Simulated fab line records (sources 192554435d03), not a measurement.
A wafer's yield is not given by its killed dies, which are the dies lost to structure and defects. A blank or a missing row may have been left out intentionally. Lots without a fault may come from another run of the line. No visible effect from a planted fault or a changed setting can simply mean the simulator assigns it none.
Which tool did it? | flow n5_finfet | 30 wafers from 10 lots sampled at 5 of the route's 1938 steps

WHAT EACH GAUGE READ, for each wafer
N5_BEOL_M14_INSPECT_55: inspects for defects (darkfield).
lot  | measured     | on                | raw_defect_count
L947 | day 12 13:52 | defect_inspect-01 | 73 114 64
L951 | day 13 01:50 | defect_inspect-02 | 55 56 59
L950 | day 13 10:04 | defect_inspect-02 | 67 66 91
L952 | day 13 19:22 | defect_inspect-02 | 51 90 90
L958 | day 15 22:28 | defect_inspect-01 | 69 70 56
L961 | day 15 22:50 | defect_inspect-02 | 581 57 590
L963 | day 16 15:43 | defect_inspect-02 | 80 91 155
L962 | day 16 17:04 | defect_inspect-02 | 597 79 86
L965 | day 17 12:48 | defect_inspect-02 | 79 77 97
L966 | day 18 01:47 | defect_inspect-01 | 71 74 52

N5_BEOL_M15_CD_MEAS_10 targets a cd of 360 nm.
lot  | measured     | on        | cd_nm (nm)
L947 | day 12 14:27 | cd_sem-02 | 360.4 359.6 360.7
L951 | day 13 02:33 | cd_sem-03 | 360.8 361.3 361.2
L950 | day 13 10:46 | cd_sem-03 | 359.6 361.3 360.0
L952 | day 13 20:06 | cd_sem-01 | 359.6 360.6 358.8
L958 | day 15 23:17 | cd_sem-02 | 358.8 359.5 360.1
L961 | day 15 23:33 | cd_sem-02 | 359.0 358.6 360.3
L963 | day 16 16:26 | cd_sem-02 | 360.4 360.3 362.2
L962 | day 16 17:39 | cd_sem-03 | 361.2 361.7 362.7
L965 | day 17 13:23 | cd_sem-02 | 360.0 360.9 359.0
L966 | day 18 02:30 | cd_sem-03 | 358.8 360.2 359.4

WHICH TOOL RAN EACH LOT (tool, then ch and the chambers of the sampled wafers, then the start)
lot  | N5_BEOL_M14_STRIP_37               | N5_BEOL_M14_DEP_53              | N5_BEOL_M15_ILD_DEP_00
L947 | rie_diel-06 ch 0,1, day 12 12:04   | pecvd-02 ch 0,1,2, day 12 13:47 | pecvd-03 ch 0,1,2, day 12 14:01
L951 | rie_diel-03 ch 0,3, day 12 23:58   | pecvd-01 ch 0,1,2, day 13 01:44 | pecvd-03 ch 1,2, day 13 01:52
L950 | rie_diel-04 ch 1,2, day 13 08:22   | pecvd-04 ch 1,2, day 13 09:58   | pecvd-03 ch 0,1, day 13 10:06
L952 | rie_diel-04 ch 2,3, day 13 17:34   | pecvd-01 ch 0,1,2, day 13 19:16 | pecvd-03 ch 1,2, day 13 19:23
L958 | rie_diel-06 ch 1,2,3, day 15 20:41 | pecvd-01 ch 1,2, day 15 22:21   | pecvd-02 ch 0,2, day 15 22:30
L961 | rie_diel-03 ch 0,1,2, day 15 20:43 | pecvd-01 ch 1,2, day 15 22:43   | pecvd-04 ch 0,1,2, day 15 22:52
L963 | rie_diel-04 ch 0,3, day 16 13:16   | pecvd-04 ch 0,1, day 16 15:38   | pecvd-02 ch 0,1, day 16 15:46
L962 | rie_diel-06 ch 2,3, day 16 15:14   | pecvd-01 ch 0,1,2, day 16 16:58 | pecvd-03 ch 1,2, day 16 17:05
L965 | rie_diel-03 ch 0,1,2, day 17 10:58 | pecvd-04 ch 1,2, day 17 12:42   | pecvd-04 ch 0,1, day 17 12:50
L966 | rie_diel-06 ch 1,2,3, day 17 23:48 | pecvd-04 ch 0,1, day 18 01:41   | pecvd-04 ch 0,1,2, day 18 01:49
- N5_BEOL_M14_STRIP_37: strips in O2.
- N5_BEOL_M14_DEP_53: deposits SiCN from 3MS/NH3, target thk 50 nm, time 17.8 s.
- N5_BEOL_M15_ILD_DEP_00: deposits SiO2 from TEOS/O2, target thk 1629.3 nm, time 346.1 s.

AS READ BY THE TOOLS THEMSELVES (means over the sampled wafers that have a number; for cases with no such wafer, the mark the record gives instead)
N5_BEOL_M14_STRIP_37.
lot  | tool        | drypump_motor_current_A (A) | oes_product_au (a.u.) | rf_vpp_V (V) | showerhead_plenum_p_Torr (Torr) | throttle_valve_pct (%)
L947 | rie_diel-06 | 5.4                         | 0.71                  | 2.9          | 2.05                            | 16.76
L951 | rie_diel-03 | 5.3                         | 0.84                  | 3.2          | 2.07                            | 16.81
L950 | rie_diel-04 | 5.7                         | 0.84                  | 4.6          | 2.12                            | 16.41
L952 | rie_diel-04 | 5.6                         | 0.81                  | 2.9          | 2.11                            | 16.24
L958 | rie_diel-06 | 5.6                         | 0.80                  | 3.2          | 2.04                            | 16.79
L961 | rie_diel-03 | 5.4                         | 0.82                  | 4.6          | 2.10                            | 16.56
L963 | rie_diel-04 | 5.5                         | 0.78                  | 4.4          | 2.14                            | 16.53
L962 | rie_diel-06 | 5.5                         | 0.80                  | 3.7          | 2.04                            | 16.76
L965 | rie_diel-03 | 5.4                         | 0.80                  | 3.2          | 2.09                            | 16.55
L966 | rie_diel-06 | 5.6                         | 0.77                  | 4.0          | 2.04                            | 16.86

N5_BEOL_M14_DEP_53.
lot  | tool     | showerhead_plenum_p_Torr (Torr) | throttle_valve_pct (%)
L947 | pecvd-02 | 4.160                           | 18.2
L951 | pecvd-01 | 4.143                           | 17.6
L950 | pecvd-04 | 4.129                           | 17.7
L952 | pecvd-01 | 4.143                           | 17.8
L958 | pecvd-01 | 4.133                           | 17.4
L961 | pecvd-01 | 4.160                           | 16.9
L963 | pecvd-04 | 4.154                           | 17.8
L962 | pecvd-01 | 4.143                           | 17.7
L965 | pecvd-04 | 4.139                           | 17.7
L966 | pecvd-04 | 4.161                           | 18.1

N5_BEOL_M15_ILD_DEP_00.
lot  | tool     | heater_power_outer_w (W) | heater_power_w (W) | showerhead_plenum_p_Torr (Torr) | throttle_valve_pct (%)
L947 | pecvd-03 | 254                      | 491                | 8.298                           | 19.1
L951 | pecvd-03 | 286                      | 515                | 8.312                           | 18.9
L950 | pecvd-03 | 316                      | 552                | 8.311                           | 20.4
L952 | pecvd-03 | 248                      | 465                | 8.304                           | 17.6
L958 | pecvd-02 | 332                      | 610                | 8.342                           | 18.7
L961 | pecvd-04 | 367                      | 661                | 8.335                           | 18.5
L963 | pecvd-02 | 320                      | 572                | 8.341                           | 18.7
L962 | pecvd-03 | 209                      | 426                | 8.290                           | 17.7
L965 | pecvd-04 | 326                      | 632                | 8.337                           | 18.5
L966 | pecvd-04 | 358                      | 658                | 8.331                           | 18.4

THE ANSWER, worked out from the rows above alone
Rule: the lots themselves supply what counts as usual. Put in order of their means at a reading, lots are off if they are a third of the lots or fewer, leave a main group of 4 or more, and stand apart from it by a gap of 3 or more times the standard deviation of the main group's means; of several such gaps the widest counts. The tables above print the reading to a certain number of digits; a main group whose means all agree to those digits is not used. A lot without any number at a reading at which 4 lots or more have one is off too. The other lots that the step has rows for count as sound. Order of review: gauges by route order, followed by the tools' own readings, for which a lot's mean as printed above is used. At the first step where some lot is off, the reading lying furthest off is the one used; lots without a number count as furthest.
Off: L961, L962 (N5_BEOL_M14_INSPECT_55, raw_defect_count). The main group has a mean of 77 with a standard deviation of 15.
A tool fits if, at a process step before that reading, it ran every lot that is off, and no sound lot after the first of them. Those tools and the gauges at N5_BEOL_M14_INSPECT_55 are tried in the same way. One fits: N5_BEOL_M14_DEP_53 on pecvd-01. A fault onset in the window from L958 (day 15 22:21, its last sound lot) to L961 (day 15 22:43, its first lot off) fits.

WHAT THE SIMULATOR HAD INSERTED
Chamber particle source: pecvd-01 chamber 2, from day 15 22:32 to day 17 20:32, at N5_BEOL_M14_DEP_53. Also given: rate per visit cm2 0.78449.
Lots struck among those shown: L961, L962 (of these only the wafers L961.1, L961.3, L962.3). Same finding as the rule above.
